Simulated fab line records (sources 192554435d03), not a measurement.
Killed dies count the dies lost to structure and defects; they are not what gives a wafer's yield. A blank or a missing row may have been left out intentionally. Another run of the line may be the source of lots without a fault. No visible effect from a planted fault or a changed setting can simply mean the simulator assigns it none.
fab line records	flow n5Finfet
record: lots: 7	wafers: 21
route steps=1938 shown SDB@348 GATE_CUT@500 MOL_CONTACT_COAG@554 BEOL_M0_SAQP@671 BEOL_M0_CUTY@701
startH: start of the lot's first displayed wafer, in hours after the record's first day	waitH: time in hours since the lot's previous step	" as in the row above	L1.1+2: a single row standing in for several wafers	- no value present, or no start provided	* or withheld: withheld	< > ~ a bound
route shown NAME@n: names a module that has steps shown in the file, with the first one's number in the route	usual: mean/standard deviation of fault-free wafers	same: alike in all rows	chamber/n: place in a boat	sites: each site's reading	_std_site: standard deviation of those values	_edge_site: the outer-site mean with the inner-site mean subtracted	radiusMm: how far each site lies from the wafer's centre	mask NAME#n: copy n	behind: the most recent tool/chamber to have shaped the wafer	hold: what put the lot on hold/how long, in hours/how the hold closed	device: the n, p or np transistor that did not switch	end of line: tests of these same wafers at the route's end	where a step has no rows: the recipe by itself	killed: dies lost to structure and defects at the first sort, not the wafer's yield	map: shows each die of a wafer: x if killed, . if not, _ if none is there
set.NAME: setting as actually run; set.NAME@STEP: the setting as run at that earlier step	model.NAME: the simulator's own value behind a step, which no gauge read
lots whose settings were changed on purpose; a table a step, a row a wafer
== steps ==
step: N5_SDB_COAT_03
recipe: resist: SOC	tempC: 250	timeS: 60	spinRpm: 1500	resistThkNm: 100
lot.wafer	tool	chamber	startH	waitH	set.spinRpm	model.SOC_of_SDB_COAT_03.thkNm
L076.1	lithoTrack-01	0	77.23	0.1	1500	99.6
L076.4	"	0	"	"	1557	98
L076.6	"	0	"	"	1500	100.2
L079.2	lithoTrack-01	0	96.86	0.1	1500	100.2
L079.3	"	0	"	"	1624	96
L079.6	"	0	"	"	1500	99.8
L081.3	lithoTrack-05	0	107.38	0.1	1500	99.8
L081.4+5	"	0	"	"	1500	99.6
L083.1+3	lithoTrack-02	0	119.74	0.1	1500	99.4
L083.6	"	0	"	"	1500	99.2
L086.1	lithoTrack-01	0	136.61	0.1	1366	104.8
L086.2	"	0	"	"	1366	104.4
L086.3	"	0	"	"	1500	100.4
L088.4+5	lithoTrack-05	0	151.03	0.0	1500	99.8
L088.6	"	0	"	"	1500	100
L089.1	lithoTrack-01	0	153.93	0.1	1500	99.8
L089.2	"	0	"	"	1389	104
L089.6	"	0	"	"	1389	104.2
step: N5_SDB_COAT_04
recipe: resist: SiARC	tempC: 220	timeS: 60	spinRpm: 1500	resistThkNm: 18
step: N5_SDB_COAT_05
recipe: resist: CAR-ArF	spinRpm: 1500	resistThkNm: 90
step: N5_SDB_DESCUM_16
recipe: chemistry: O2	timeS: 7.9	sourcePowerW: 50	biasPowerW: 20	pressureMtorr: 20	rfFrequencyHz: 2.712e+07	tempC: 40	resist: CAR-ArF	o2FlowSccm: 225
step: N5_SDB_ETCH_17
recipe: chemistry: CF4	target: SiARC	targetDepthA: 234	maskMaterial: CAR-ArF	timeS: 39	ionEnergyEv: 80	pressureMtorr: 40	sourceW: 545	biasW: 36	Ar_flow_sccm: 100	cf4FlowSccm: 100	ends: cleared
step: N5_SDB_ETCH_18
recipe: chemistry: N2/H2	target: SOC	targetDepthA: 1000	overetchA: 200	maskMaterial: SiARC	tempC: 40	timeS: 150	ionEnergyEv: 200	pressureMtorr: 30	sourceW: 840	biasW: 150	n2FlowSccm: 200	h2FlowSccm: 200
lot.wafer	tool	chamber	startH	waitH	set.spinRpm@SDB_COAT_03	model.etch.depthNm
L076.1	rieDiel-03	1	77.64	0.0	1500	99.69
L076.4	"	0	"	"	1557	98.07
L076.6	"	2	"	"	1500	100.2
L079.2	rieDiel-03	1	97.54	0.0	1500	100.2
L079.3	"	2	"	"	1624	96.01
L079.6	"	0	"	"	1500	99.85
L081.3	rieDiel-04	2	107.91	0.0	1500	99.71
L081.4	"	1	"	"	1500	99.53
L081.5	"	1	"	"	1500	99.52
L083.1	rieDiel-04	2	120.84	0.0	1500	99.33
L083.3	"	0	"	"	1500	99.4
L083.6	"	1	"	"	1500	99.23
L086.1	rieDiel-04	0	137.02	0.0	1366	104.9
L086.2	"	2	"	"	1366	104.5
L086.3	"	3	"	"	1500	100.4
L088.4	rieDiel-03	1	151.56	0.0	1500	99.82
L088.5	"	1	"	"	1500	99.84
L088.6	"	2	"	"	1500	99.91
L089.1	rieDiel-04	2	154.67	0.0	1500	99.85
L089.2	"	3	"	"	1389	104.1
L089.6	"	1	"	"	1389	104.2
step: N5_SDB_STRIP_19
recipe: chemistry: N2/H2	tempC: 40	n2FlowSccm: 200	h2FlowSccm: 200	rfFrequencyHz: 6e+07
step: N5_SDB_STRIP_21
recipe: chemistry: CF4	resist: SiARC	powerW: 300	biasPowerW: 75	pressureMtorr: 50	cf4FlowSccm: 150	rfFrequencyHz: 6e+07
step: N5_SDB_HM_OPEN_20
recipe: chemistry: CH3F/O2	target: SiNx	maskMaterial: SOC	targetDepthA: 240	stopOn: poly-Si	overEtchFrac: 0.4	ionEnergyEv: 120	pressureMtorr: 30	sourceW: 395	biasW: 73	Ar_flow_sccm: 150	CH3F_flow_sccm: 30	O2_flow_sccm: 20
lot.wafer	tool	chamber	startH	waitH	set.spinRpm@SDB_COAT_03	model.SOC_of_SDB_COAT_03.thkNm
L076.1	rieDiel-03	1	77.80	0.0	1500	83.8
L076.4	"	0	"	"	1557	82.8
L076.6	"	2	"	"	1500	84.8
L079.2+6	rieDiel-03	1,0	97.70	0.0	1500	84.4
L079.3	"	2	"	"	1624	80.6
L081.3	rieDiel-04	2	108.07	0.0	1500	83.6
L081.4+5	"	1	"	"	1500	83.2
L083.1	rieDiel-04	2	121.00	0.0	1500	83.2
L083.3	"	0	"	"	1500	83.4
L083.6	"	1	"	"	1500	82.8
L086.1	rieDiel-04	0	137.17	0.0	1366	89.2
L086.2	"	2	"	"	1366	88.2
L086.3	"	3	"	"	1500	84.2
L088.4+5	rieDiel-03	1	151.72	0.0	1500	83.6
L088.6	"	2	"	"	1500	84.4
L089.1	rieDiel-04	2	154.82	0.0	1500	84
L089.2	"	3	"	"	1389	88
L089.6	"	1	"	"	1389	87.6
step: N5_SDB_STRIP_22
recipe: chemistry: N2/H2	powerW: 1000	tempC: 250	h2Frac: 0.65	overashFraction: 0.3	pressureMtorr: withheld	n2FlowSccm: 1750	h2FlowSccm: 3250
usual: stripTimeToEndpointS: 96.2/0.39
lot.wafer	tool	chamber	startH	waitH	set.spinRpm@SDB_COAT_03	stripTimeToEndpointS
L076.1	plasmaAsher-02	1	77.88	0.1	1500	96.0
L076.4	"	1	"	"	1557	95.0
L076.6	"	0	"	"	1500	96.9
L079.2	plasmaAsher-01	1	97.78	0.1	1500	96.6
L079.3	"	0	"	"	1624	93.0
L079.6	"	1	"	"	1500	96.6
L081.3	plasmaAsher-02	0	108.19	0.1	1500	95.9
L081.4	"	1	"	"	1500	95.5
L081.5	"	0	"	"	1500	95.5
L083.1	plasmaAsher-02	0	121.08	0.1	1500	95.4
L083.3	"	0	"	"	1500	95.7
L083.6	"	0	"	"	1500	95.1
L086.1	plasmaAsher-02	1	137.26	0.1	1366	101.0
L086.2	"	0	"	"	1366	100.2
L086.3	"	0	"	"	1500	96.4
L088.4	plasmaAsher-02	1	151.84	0.1	1500	95.9
L088.5	"	0	"	"	1500	95.8
L088.6	"	1	"	"	1500	96.6
L089.1	plasmaAsher-01	1	154.90	0.1	1500	96.1
L089.2	"	0	"	"	1389	100.0
L089.6	"	0	"	"	1389	99.7
step: N5_GATE_CUT_CUT_ETCH_53
recipe: chemistry: SF6/Cl2	target: W	maskMaterial: SiO2	targetDepthA: 792	pressureMtorr: 8	icpW: 900	biasW: 80	SF6_flow_sccm: 40	Cl2_flow_sccm: 60	ends: cleared
usual: etchRfOnTimeS: 26.0/0.91
lot.wafer	tool	chamber	startH	waitH	set.icpW	etchRfOnTimeS
L076.1	rieMetal-01	0	96.56	0.1	983.3	24.5
L076.4	"	1	"	"	900	28.4
L076.6	"	0	"	"	900	26.3
L079.2	rieMetal-03	1	115.12	0.1	944	24.4
L079.3	"	0	"	"	944	24.3
L079.6	"	1	"	"	900	25.2
L081.3	rieMetal-02	1	127.21	0.1	900	26.2
L081.4	"	1	"	"	1002	24.0
L081.5	"	1	"	"	900	26.2
L083.1	rieMetal-01	1	138.66	0.1	762.8	32.1
L083.3	"	0	"	"	900	26.4
L083.6	"	0	"	"	762.8	30.1
L086.1	rieMetal-03	1	155.47	0.1	900	25.4
L086.2	"	0	"	"	740.1	30.2
L086.3	"	0	"	"	740.1	29.8
L088.4	rieMetal-01	1	169.12	0.1	900	27.9
L088.5	"	0	"	"	900	26.1
L088.6	"	1	"	"	900	27.9
L089.1	rieMetal-03	1	172.96	0.1	900	25.1
L089.2	"	0	"	"	1042	22.0
L089.6	"	1	"	"	900	25.1
step: N5_GATE_CUT_ALD_22
recipe: material: SiNx	targetThkA: 160	tempC: 400	aldPrecursorFamily: SiH2I2	aldCoReactant: N2/H2-plasma	pulseTimeS: 1	aldCycles: 320	purgeTimeS: 2	coReactantPurgeTimeS: 2	pressureTorr: 2
lot.wafer	tool	chamber	startH	waitH	set.aldCycles	model.SiNx_of_GATE_CUT_ALD_22.thkNm
L076.1+6	aldSin-04	2,3	97.01	0.0	320	16
L076.4	"	1	"	"	298	15
L079.2+6	aldSin-04	0,3	115.57	0.0	276	13.8
L079.3	"	2	"	"	320	16.2
L081.3+5	aldSin-04	0,3	127.89	0.0	307	15.4
L081.4	"	3	"	"	320	15.8
L083.1	aldSin-02	1	139.11	0.0	345	17.4
L083.3+6	"	3,0	"	"	320	16
L086.1+3	aldSin-01	2,1	156.43	0.5	341	17
L086.2	"	3	"	"	320	15.8
L088.4	aldSin-02	2	169.55	0.0	320	15.8
L088.5+6	"	1,0	"	"	320	16
L089.1+6	aldSin-04	3,2	173.42	0.0	320	16
L089.2	"	0	"	"	356	17.8
step: N5_MOL_CONTACT_COAG_CMP_23
recipe: stopOn: SiO2	tOverpolishS: 1.5	postCmpClean: cuAlkaline	downForcePsi: 2	platenRpm: 50.289	padVelocityMS: 1.0006	targetThkNm: 0
lot.wafer	tool	chamber	startH	waitH	set.downForcePsi
L076.4	cmp-04	2	105.91	0.0	2
L076.1+6	"	3	"	"	2.447
L079.3+6	cmp-03	0,1	125.39	0.0	2
L079.2	"	3	"	"	1.78
L081.3+4+5	cmp-04	3,0,2	138.24	0.1	1.86
L083.1	cmp-04	3	149.04	0.0	2
L083.3+6	"	1,0	"	"	1.86
L086.1+2+3	cmp-02	0,2,3	166.20	0.0	2
L088.4+6+5	cmp-03	3,2,3	180.49	0.1	2
L089.2+1+6	cmp-03	3,0,2	180.87	0.1	2
step: N5_MOL_CONTACT_COAG_WET_ETCH_26
recipe: target: Co	targetDepthNm: 13
lot.wafer	tool	chamber	startH	waitH	set.downForcePsi@MOL_CONTACT_COAG_CMP_23	model.SiNx_of_GATE_CUT_SAC_CAP_01.thkNm
L076.1+6	wetBench-04	4,3	106.26	0.0	2.447	17.6
L076.4	"	0	"	"	2	18.2
L079.2	wetBench-06	0	125.74	0.0	1.78	18.4
L079.3+6	"	4,2	"	"	2	18.2
L081.3+5	wetBench-04	3,2	138.55	0.0	1.86	18.2
L081.4	"	6	"	"	1.86	18.4
L083.1	wetBench-06	6	149.39	0.0	2	18.2
L083.3+6	"	4,5	"	"	1.86	18.4
L086.1+2+3	wetBench-05	6,1,4	166.55	0.0	2	18.2
L088.4+5	wetBench-04	1,7	180.80	0.0	2	18.2
L088.6	"	2	"	"	2	18
L089.1+2	wetBench-06	0,1	181.18	0.0	2	18.2
L089.6	"	4	"	"	2	18
step: N5_MOL_CONTACT_COAG_ETCH_91
recipe: chemistry: N2/H2	target: SOC	targetDepthA: 600	overetchA: 210	maskMaterial: SiARC	tempC: 40	timeS: 101.2	ionEnergyEv: 200	pressureMtorr: 30	sourceW: 840	biasW: 150	n2FlowSccm: 200	h2FlowSccm: 200
lot.wafer	tool	chamber	startH	waitH	set.timeS	model.SiARC_of_MOL_CONTACT_COAG_COAT_76.thkNm
L076.1+4	rieDiel-05	3	110.76	0.0	101.2	5.8
L076.6	"	1	"	"	101.2	6
L079.2+3	rieDiel-04	1,3	130.36	0.0	122.2	4.8
L079.6	"	0	"	"	101.2	6
L081.3+4	rieDiel-05	2,1	142.78	0.0	101.2	6
L081.5	"	2	"	"	82.85	6.6
L083.1	rieDiel-03	2	153.51	0.0	101.2	6.2
L083.3	"	1	"	"	101.2	5.8
L083.6	"	0	"	"	81.99	6.8
L086.1	rieDiel-05	0	170.83	0.0	101.2	6
L086.2+3	"	1,2	"	"	123.3	5
L088.4+5	rieDiel-04	1,2	186.03	0.0	101.2	5.8
L088.6	"	0	"	"	101.2	6
L089.1+6	rieDiel-05	0,1	187.24	0.0	101.2	6
L089.2	"	2	"	"	117.2	5.4
step: N5_MOL_CONTACT_COAG_ETCHBACK_135
recipe: chemistry: CHF3	target: SiO2	targetDepthA: 250	timeS: 16.7	ionEnergyEv: 200	pressureMtorr: 30	sourceW: 610	biasW: 170	Ar_flow_sccm: 200	CHF3_flow_sccm: 50
lot.wafer	tool	chamber	startH	waitH	set.timeS
L076.1+6	rieDiel-05	3,1	110.85	0.0	18.1
L076.4	"	3	"	"	16.7
L079.2+3+6	rieDiel-04	1,3,0	130.45	0.0	16.7
L081.3+5	rieDiel-05	2	142.87	0.0	16.7
L081.4	"	1	"	"	20.27
L083.1+3+6	rieDiel-03	2,1,0	153.60	0.0	16.7
L086.1+2+3	rieDiel-05	0,1,2	170.92	0.0	16.7
L088.4+5+6	rieDiel-04	1,2,0	186.09	0.0	16.7
L089.1+2	rieDiel-05	0,2	187.33	0.0	13
L089.6	"	1	"	"	16.7
step: N5_MOL_CONTACT_COAG_STRIP_118
recipe: chemistry: CHF3	resist: SiARC	rfFrequencyHz: 6e+07
step: N5_MOL_CONTACT_COAG_VIA_ETCH_46
recipe: chemistry: C4F6/O2	targetDepthA: 460	overetchA: 92	maskMaterial: SOC	target: SiO2	biasW: 455	pressureMtorr: 10	timeS: 40	sourceW: 325	Ar_flow_sccm: 300	C4F6_flow_sccm: 10	O2_flow_sccm: 10	ionEnergyEv: 575.3	ends: endPoint
step: N5_MOL_CONTACT_COAG_STRIP_96
recipe: chemistry: N2/H2	powerW: 500	tempC: 40	pressureMtorr: 50	rfFrequencyHz: 6e+07	overashFraction: 0.3	biasPowerW: 28	h2Frac: 0.5	n2FlowSccm: 300	h2FlowSccm: 300
step: N5_MOL_CONTACT_COAG_ETCH_47
recipe: chemistry: CH3F/O2	target: SiNx	targetDepthA: 270	maskMaterial: SiO2	stopOn: W	overEtchFrac: 0.2	ionEnergyEv: 120	endpoint: OES-CN	pressureMtorr: 30	sourceW: 395	biasW: 73	Ar_flow_sccm: 150	CH3F_flow_sccm: 30	O2_flow_sccm: 20	ends: endPoint
lot.wafer	tool	chamber	startH	waitH	set.downForcePsi@MOL_CONTACT_COAG_CMP_23	model.etch.depthNm
L076.1	rieDiel-05	3	110.99	0.0	2.447	17.41
L076.4	"	3	"	"	2	17.98
L076.6	"	1	"	"	2.447	17.33
L079.2	rieDiel-04	1	130.59	0.0	1.78	18.04
L079.3	"	3	"	"	2	17.98
L079.6	"	0	"	"	2	17.99
L081.3	rieDiel-05	2	143.01	0.0	1.86	17.99
L081.4	"	1	"	"	1.86	18.09
L081.5	"	2	"	"	1.86	17.96
L083.1	rieDiel-03	2	153.74	0.0	2	17.97
L083.3+6	"	1,0	"	"	1.86	18.04
L086.1	rieDiel-05	0	171.06	0.0	2	17.92
L086.2+3	"	1,2	"	"	2	17.9
L088.4+5	rieDiel-04	1,2	186.25	0.0	2	17.85
L088.6	"	0	"	"	2	17.75
L089.1	rieDiel-05	0	187.47	0.0	2	17.97
L089.2	"	2	"	"	2	17.81
L089.6	"	1	"	"	2	17.75
step: N5_BEOL_M0_SAQP_COAT_105
recipe: resist: SOC	tempC: 250	timeS: 60	spinRpm: 1500	resistThkNm: 100
lot.wafer	tool	chamber	startH	waitH	set.spinRpm	model.SOC_of_BEOL_M0_SAQP_COAT_105.thkNm
L076.1	lithoTrack-05	0	120.58	0.3	1585	97.2
L076.4	"	0	"	"	1585	96.8
L076.6	"	0	"	"	1500	99.8
L079.2	lithoTrack-03	0	142.31	0.3	1646	96.2
L079.3	"	0	"	"	1500	100.8
L079.6	"	0	"	"	1500	100.6
L081.3	lithoTrack-03	0	154.10	0.2	1500	100.4
L081.4	"	0	"	"	1500	100.2
L081.5	"	0	"	"	1653	95.6
L083.1	lithoTrack-03	0	165.05	0.3	1625	96.4
L083.3	"	0	"	"	1625	96.2
L083.6	"	0	"	"	1500	100.2
L086.1	lithoTrack-05	0	184.42	0.3	1500	99.6
L086.2+3	"	0	"	"	1500	99.8
L088.4	lithoTrack-05	0	196.40	0.2	1500	100
L088.5	"	0	"	"	1500	99.4
L088.6	"	0	"	"	1500	99.8
L089.1+2	lithoTrack-03	0	201.10	0.3	1500	100
L089.6	"	0	"	"	1500	99.8
step: N5_BEOL_M0_SAQP_COAT_69
recipe: resist: SOC	tempC: 250	timeS: 60	spinRpm: 1500	resistThkNm: 90
lot.wafer	tool	chamber	startH	waitH	set.spinRpm	model.SOC_of_BEOL_M0_SAQP_COAT_69.thkNm
L076.1	lithoTrack-03	0	122.02	0.0	1500	90
L076.4	"	0	"	"	1664	85.2
L076.6	"	0	"	"	1664	85.4
L079.2	lithoTrack-03	0	143.62	0.0	1500	90.4
L079.3+6	"	0	"	"	1349	95.6
L081.3+5	lithoTrack-03	0	155.31	0.0	1500	90
L081.4	"	0	"	"	1500	90.2
L083.1	lithoTrack-03	0	166.46	0.0	1630	85.8
L083.3	"	0	"	"	1500	90
L083.6	"	0	"	"	1630	86.2
L086.1	lithoTrack-03	0	185.82	0.0	1500	89.8
L086.2+3	"	0	"	"	1500	90
L088.4+5	lithoTrack-04	0	197.54	0.0	1500	89.6
L088.6	"	0	"	"	1500	90
L089.1	lithoTrack-05	0	202.26	0.0	1549	88.8
L089.2	"	0	"	"	1500	89.6
L089.6	"	0	"	"	1500	90.2
step: N5_BEOL_M0_SAQP_COAT_72
recipe: resist: SiARC	tempC: 220	timeS: 60	spinRpm: 1500	resistThkNm: 15
step: N5_BEOL_M0_SAQP_COAT_87
recipe: resist: underlayer	tempC: 205	timeS: 60	spinRpm: 1500	resistThkNm: 5
step: N5_BEOL_M0_SAQP_STRIP_89
recipe: chemistry: N2/H2	tempC: 40	n2FlowSccm: 200	h2FlowSccm: 200	rfFrequencyHz: 6e+07
step: N5_BEOL_M0_SAQP_ALD_48
recipe: material: SiO2	targetThkA: 200	tempC: 100	aldPrecursorFamily: BDEAS	aldCoReactant: O2-plasma	pulseTimeS: 1	coReactantPulseTimeS: 1	purgeTimeS: 2	coReactantPurgeTimeS: 2	aldCycles: 139	pressureTorr: 2
step: N5_BEOL_M0_SAQP_ETCH_49
recipe: chemistry: CF4/O2	targetDepthA: 370	target: SiO2	pressureMtorr: 40	sourceW: 535	biasW: 49	Ar_flow_sccm: 100	cf4FlowSccm: 100	O2_flow_sccm: 10	ionEnergyEv: 100
lot.wafer	tool	chamber	startH	waitH	set.spinRpm@BEOL_M0_SAQP_COAT_69	model.SOC_of_BEOL_M0_SAQP_COAT_69.thkNm
L076.1	rieDiel-06	1	123.65	0.3	1500	70.6
L076.4	"	0	"	"	1664	66.2
L076.6	"	1	"	"	1664	66
L079.2	rieDiel-01	0	145.44	0.5	1500	71
L079.3+6	"	2,1	"	"	1349	76.2
L081.3+5	rieDiel-01	3,2	156.67	0.3	1500	70.8
L081.4	"	2	"	"	1500	71
L083.1+6	rieDiel-06	1,2	168.28	0.3	1630	66.8
L083.3	"	0	"	"	1500	71.2
L086.1+3	rieDiel-01	3,0	187.23	0.3	1500	70.4
L086.2	"	2	"	"	1500	70.6
L088.4	rieDiel-02	1	198.93	0.3	1500	70.4
L088.5	"	3	"	"	1500	70.6
L088.6	"	2	"	"	1500	71.2
L089.1	rieDiel-02	2	203.65	0.3	1549	70
L089.2	"	1	"	"	1500	70.6
L089.6	"	3	"	"	1500	71.4
step: N5_BEOL_M0_SAQP_STRIP_75
recipe: chemistry: CF4	resist: SiARC	powerW: 300	biasPowerW: 75	pressureMtorr: 50	cf4FlowSccm: 150	rfFrequencyHz: 6e+07
step: N5_BEOL_M0_CUTY_COAT_50
recipe: resist: SiARC	tempC: 220	timeS: 60	spinRpm: 1500	resistThkNm: 15
step: N5_BEOL_M0_CUTY_DESCUM_61
recipe: chemistry: O2	timeS: 7.9	sourcePowerW: 50	biasPowerW: 20	pressureMtorr: 20	rfFrequencyHz: 2.712e+07	tempC: 40	resist: CAR-ArF-block	o2FlowSccm: 225
step: N5_BEOL_M0_CUTY_ETCH_62
recipe: chemistry: CF4	target: SiARC	maskMaterial: CAR-ArF-block	timeS: 58.5	ionEnergyEv: 80	pressureMtorr: 40	sourceW: 545	biasW: 36	Ar_flow_sccm: 100	cf4FlowSccm: 100	ends: cleared
step: N5_BEOL_M0_CUTY_ETCH_63
recipe: chemistry: N2/H2	target: SOC	targetDepthA: 827	overetchA: 165	maskMaterial: SiARC	tempC: 40	ionEnergyEv: 200	timeS: 124	pressureMtorr: 30	sourceW: 840	biasW: 150	n2FlowSccm: 200	h2FlowSccm: 200
lot.wafer	tool	chamber	startH	waitH	set.spinRpm@BEOL_M0_SAQP_COAT_69	model.etch.depthNm
L076.1	rieDiel-03	0	124.31	0.0	1500	70.7
L076.4	"	1	"	"	1664	66.26
L076.6	"	1	"	"	1664	65.99
L079.2	rieDiel-05	3	146.12	0.0	1500	71.03
L079.3	"	1	"	"	1349	76.26
L079.6	"	1	"	"	1349	76.24
L081.3	rieDiel-03	0	157.36	0.0	1500	70.81
L081.4	"	1	"	"	1500	71
L081.5	"	1	"	"	1500	70.77
L083.1	rieDiel-03	3	168.83	0.0	1630	66.81
L083.3	"	0	"	"	1500	71.15
L083.6	"	0	"	"	1630	66.86
L086.1	rieDiel-05	1	187.90	0.0	1500	70.44
L086.2	"	2	"	"	1500	70.56
L086.3	"	0	"	"	1500	70.3
L088.4	rieDiel-03	2	199.52	0.1	1500	70.33
L088.5	"	1	"	"	1500	70.62
L088.6	"	0	"	"	1500	71.2
L089.1	rieDiel-03	0	204.31	0.0	1549	70.05
L089.2	"	1	"	"	1500	70.56
L089.6	"	1	"	"	1500	71.32
== key ==
split: step: N5_SDB_COAT_03	setting: spinRpm	stated: 1500	by: wafer
response: step: N5_SDB_COAT_03	reading: model.SOC_of_SDB_COAT_03.thkNm	change: -0.504	per: 1%	r: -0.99
response: step: N5_SDB_ETCH_18	reading: model.etch.depthNm	change: -0.508	per: 1%	r: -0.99
response: step: N5_SDB_HM_OPEN_20	reading: model.SOC_of_SDB_COAT_03.thkNm	change: -0.485	per: 1%	r: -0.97
response: step: N5_SDB_STRIP_22	reading: stripTimeToEndpointS	change: *	per: 1%	r: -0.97
split: step: N5_GATE_CUT_CUT_ETCH_53	setting: icpW	stated: 900	by: wafer
response: step: N5_GATE_CUT_CUT_ETCH_53	reading: etchRfOnTimeS	change: *	per: 1%	r: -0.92
split: step: N5_GATE_CUT_ALD_22	setting: aldCycles	stated: 320	by: wafer
response: step: N5_GATE_CUT_ALD_22	reading: model.SiNx_of_GATE_CUT_ALD_22.thkNm	change: +0.167	per: 1%	r: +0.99
split: step: N5_MOL_CONTACT_COAG_CMP_23	setting: downForcePsi	stated: 2	by: wafer
response: step: N5_MOL_CONTACT_COAG_WET_ETCH_26	reading: model.SiNx_of_GATE_CUT_SAC_CAP_01.thkNm	change: -0.0254	per: 1%	r: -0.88
response: step: N5_MOL_CONTACT_COAG_ETCH_47	reading: model.etch.depthNm	change: -0.0219	per: 1%	r: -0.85
split: step: N5_MOL_CONTACT_COAG_ETCH_91	setting: timeS	stated: 101.2	by: wafer
response: step: N5_MOL_CONTACT_COAG_ETCH_91	reading: model.SiARC_of_MOL_CONTACT_COAG_COAT_76.thkNm	change: -0.0446	per: 1%	r: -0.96
split: step: N5_MOL_CONTACT_COAG_ETCHBACK_135	setting: timeS	stated: 16.7	by: wafer
response none clear
split: step: N5_BEOL_M0_SAQP_COAT_105	setting: spinRpm	stated: 1500	by: wafer
response: step: N5_BEOL_M0_SAQP_COAT_105	reading: model.SOC_of_BEOL_M0_SAQP_COAT_105.thkNm	change: -0.467	per: 1%	r: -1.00
split: step: N5_BEOL_M0_SAQP_COAT_69	setting: spinRpm	stated: 1500	by: wafer
response: step: N5_BEOL_M0_SAQP_COAT_69	reading: model.SOC_of_BEOL_M0_SAQP_COAT_69.thkNm	change: -0.463	per: 1%	r: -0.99
response: step: N5_BEOL_M0_SAQP_ETCH_49	reading: model.SOC_of_BEOL_M0_SAQP_COAT_69.thkNm	change: -0.466	per: 1%	r: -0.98
response: step: N5_BEOL_M0_CUTY_ETCH_63	reading: model.etch.depthNm	change: -0.466	per: 1%	r: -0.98
